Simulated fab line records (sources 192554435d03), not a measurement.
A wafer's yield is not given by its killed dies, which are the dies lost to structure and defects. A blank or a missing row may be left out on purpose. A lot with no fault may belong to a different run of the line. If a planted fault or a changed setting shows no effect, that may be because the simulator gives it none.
Comparing a struck lot with a sound one :: flow n5Finfet :: 14 steps out of a route of 1938
Sound: wafers L241.2, L241.4, L241.6. Struck: wafers L251.3, L251.4, L251.5. Last of all comes the cause.
Order at every step that has rows: each side's tool, ch and its chambers, its first start. Under that, the readings that differ: sound wafers :: struck wafers :: difference of the means :: sigmas: that difference in standard deviations of wafers without a fault.
alike: readings whose means differ by less than 2 such deviations, and words and numbers that are the same on both sides. not compared: withheld readings, readings that some wafer has no value for, bounds like >300 that may hide the same value, and numbers for which the record gives no deviation and whose values overlap.
Wherever a step has rows on one side only, a row that says differs or no value, or a row with sigmas, the two part there. When numbers do not overlap yet have no deviation, they are printed without sigmas and do not part them. A reading missing from all wafers of one side parts the sides only when that side holds two or more wafers.

N5_BEOL_M6_STRIP_67: strips in CF4.
  sound on rieDiel-04 ch 0,2,3, day 12 00:11; struck on rieDiel-06 ch 0,1,3, day 14 00:32
  alike: drypumpMotorCurrentA, oesProductAu, rfVppV, showerheadPlenumPTorr, throttleValvePct
  not compared: rfHoursCounterH
N5_BEOL_M6_HM_OPEN_17: chemistry Cl2/BCl3, target TiN, target depth 20 nm, overetch 6 nm.
  sound on rieMetal-03 ch 0, day 12 00:14; struck on rieMetal-03 ch 0,1, day 14 00:37
  alike: drypumpMotorCurrentA, oesProductAu, rfFwdPowerW, throttleValvePct
  not compared: rfHoursCounterH
N5_BEOL_M6_STRIP_19: strips in O2.
  sound on rieDiel-05 ch 0,1, day 12 00:21; struck on rieDiel-06 ch 0,1,3, day 14 00:41
  alike: drypumpMotorCurrentA, oesProductAu, rfVppV, showerheadPlenumPTorr, throttleValvePct
  not compared: rfHoursCounterH
N5_BEOL_M6_CD_MEAS_18: pitch 80 nm, target cd 40 nm.
  sound: cdSem-03 at day 12 00:25; struck: cdSem-01 at day 14 00:46
  alike: cdNm
then, 8 steps without rows for these wafers: N5_BEOL_M6_COAT_63 (time 60 s, resist thk 60 nm); N5_BEOL_M6_COAT_64 (time 60 s, resist thk 12 nm); N5_BEOL_M6_COAT_71 (time 60 s, resist thk 5 nm); N5_BEOL_M6_COAT_22 (resist thk 30 nm); N5_BEOL_M6_EBR_24; N5_BEOL_M6_SOFTBAKE_23 (time 60 s); N5_BEOL_M6_EXPOSE_25 (exposes mask V5, target cd 40 nm); N5_BEOL_M6_PEB_26 (peb time 60 s).
N5_BEOL_M6_DEVELOP_27: develop time 30 s.
  struck on lithoTrack-04, day 14 01:40; sound on lithoTrack-05 ch 0, day 12 02:13
  no value came back on the struck wafers for chillPlateTempC (C), developTimeS (s); on the sound wafers chillPlateTempC (C) reads 22.95 22.94 22.91
reading: model.CAR-EUV_of_BEOL_M6_COAT_22.thkNm (nm)
sound: 29.6 29.4 29.4
struck: 29.8 29.8 29.8
difference: +0.3
sigmas: 
N5_BEOL_M6_CD_MEAS_28: target cd 40 nm.
  sound on cdSem-01 ch 0, day 12 02:17; struck on cdSem-02 ch 0, day 14 01:43
reading: cdNm (nm)
sound: 39.78 40.20 39.87
struck: - - -
difference: no value on the struck wafers
sigmas: 

WHERE THEY PART
Last at N5_BEOL_M6_CD_MEAS_28 as far as this record goes, first at N5_BEOL_M6_DEVELOP_27.

WHY: the cause the simulator had injected
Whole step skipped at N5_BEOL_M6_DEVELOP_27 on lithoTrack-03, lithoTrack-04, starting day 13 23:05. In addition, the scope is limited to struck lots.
